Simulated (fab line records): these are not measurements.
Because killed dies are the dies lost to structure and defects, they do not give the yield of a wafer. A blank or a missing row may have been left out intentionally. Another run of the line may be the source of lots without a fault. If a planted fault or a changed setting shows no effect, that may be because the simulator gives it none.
Struck lot and sound lot, side by side + flow n5Finfet + 18 steps out of a route of 1938
Sound: wafers L786.3, L786.5, L786.6. Wafers L792.1, L792.3, L792.4 were the ones struck. The cause is named last.
For every step that has rows: the tool of each side, followed by ch and its chambers, followed by its first start. Under that, the readings that differ: sound wafers + struck wafers + difference of the means + sigmas: that difference in standard deviations of wafers without a fault.
alike: words and numbers the same on both sides, and readings whose means are apart by under 2 such deviations; not compared: readings that were withheld, readings missing a value for some wafer, numbers with overlapping values and no deviation given by the record, and bounds like >300 which may hide the same value.
The two part at a step that has a row with sigmas, a row that says differs or no value, or rows on one side only. Non-overlapping numbers with no deviation appear without sigmas and do not part them. A reading that every wafer of one side lacks parts them only if that side has two wafers or more.

N5_FIN_SAQP_THK_MEAS_05:
  struck on filmMetro-01, day 4 03:10; sound on filmMetro-02, day 2 15:44
| reading    | sound          | struck         | difference | sigmas |
|------------|----------------|----------------|------------|--------|
| thkNm (nm) | 38.5 38.5 39.0 | 37.6 36.9 38.3 | -1.1       | -2     |
N5_FIN_SAQP_PECVD_47: deposits a-Si from SiH4/He, target thk 45 nm, time 36.3 s.
  sound on pecvd-03 ch 0,2, day 2 15:46; struck on pecvd-01 ch 0,2, day 4 03:12
  alike: chamberPressureTorr, heaterPowerW, showerheadPlenumPTorr, throttleValvePct
N5_FIN_SAQP_PECVD_48: deposits SiNx from SiH4/NH3/N2, target thk 25 nm, time 22.1 s.
  sound on pecvd-03 ch 0,2, day 2 15:48; struck on pecvd-01 ch 0,2, day 4 03:14
  alike: chamberPressureTorr, heaterPowerW, showerheadPlenumPTorr, throttleValvePct
N5_FIN_SAQP_PECVD_06: deposits a-Si from SiH4/He, target thk 60 nm, time 48.1 s.
  sound on pecvd-03 ch 0,2, day 2 15:50; struck on pecvd-01 ch 0,2, day 4 03:17
  alike: chamberPressureTorr, heaterPowerW, showerheadPlenumPTorr, throttleValvePct
N5_FIN_SAQP_THK_MEAS_07:
  struck on filmMetro-01, day 4 03:22; sound on filmMetro-02, day 2 15:56
  alike: thkNm
N5_FIN_SAQP_HM_DEP_72: deposits SiO2 from SiH4/N2O, target thk 12 nm, time 7.2 s.
  sound on pecvd-04 ch 0,1,2, day 2 15:58; struck on pecvd-03 ch 0,1, day 4 03:24
  alike: chamberPressureTorr, heaterPowerW, showerheadPlenumPTorr
then, 6 steps without rows for these wafers: N5_FIN_SAQP_COAT_49 (time 60 s, resist thk 100 nm); N5_FIN_SAQP_COAT_50 (time 60 s, resist thk 35 nm); N5_FIN_SAQP_COAT_10 (resist thk 90 nm); N5_FIN_SAQP_EBR_12; N5_FIN_SAQP_SOFTBAKE_11 (time 60 s); N5_FIN_SAQP_EXPOSE_13 (exposes mask FIN CORE, target cd 35.6 nm).
N5_FIN_SAQP_PEB_14: peb time 60 s.
  sound on lithoTrack-03 ch 0, day 2 16:14; struck on lithoTrack-01 ch 0, day 4 04:29
then, 1 step without rows for these wafers: N5_FIN_SAQP_DEVELOP_15 (develop time 30 s).
N5_FIN_SAQP_CD_MEAS_16 targets a cd of 35.6 nm.
  sound on cdSem-02 ch 0, day 2 16:18; struck on cdSem-01 ch 0, day 4 04:34
| reading   | sound          | struck         | difference | sigmas |
|-----------|----------------|----------------|------------|--------|
| cdNm (nm) | 35.8 35.5 35.5 | 34.1 33.6 34.1 | -1.7       | -5     |
N5_FIN_SAQP_OVL_MEAS_17:
  sound on overlay-01 ch 0, day 2 16:20; struck on overlay-02 ch 0, day 4 04:36
  alike: FIN_CORE_OVL
-- a jump in the record: the struck wafers' starts before and after are 6 days apart (it breaks off in module FIN_SAQP and resumes in module BEOL_M4, where the first step shown is number 1111 of the route) --
N5_BEOL_M4_RC_MEAS_101:
  sound on prober-02 ch 0, day 8 15:25; struck on prober-02 ch 0, day 10 04:43
  alike: DIBL_N, DIBL_P, IOFF_N, IOFF_P, ION_N, ION_P, SS_N, SS_P, VT_N, VT_P
next, for these wafers, 1 step has no rows: N5_PASSIVATION_PROBE_49.

WHERE THEY PART
First at N5_FIN_SAQP_THK_MEAS_05; last, within this record, at N5_FIN_SAQP_CD_MEAS_16. Later steps at which nothing parts them and some readings are alike: N5_FIN_SAQP_OVL_MEAS_17, N5_BEOL_M4_RC_MEAS_101.

WHY: what the simulator had put in
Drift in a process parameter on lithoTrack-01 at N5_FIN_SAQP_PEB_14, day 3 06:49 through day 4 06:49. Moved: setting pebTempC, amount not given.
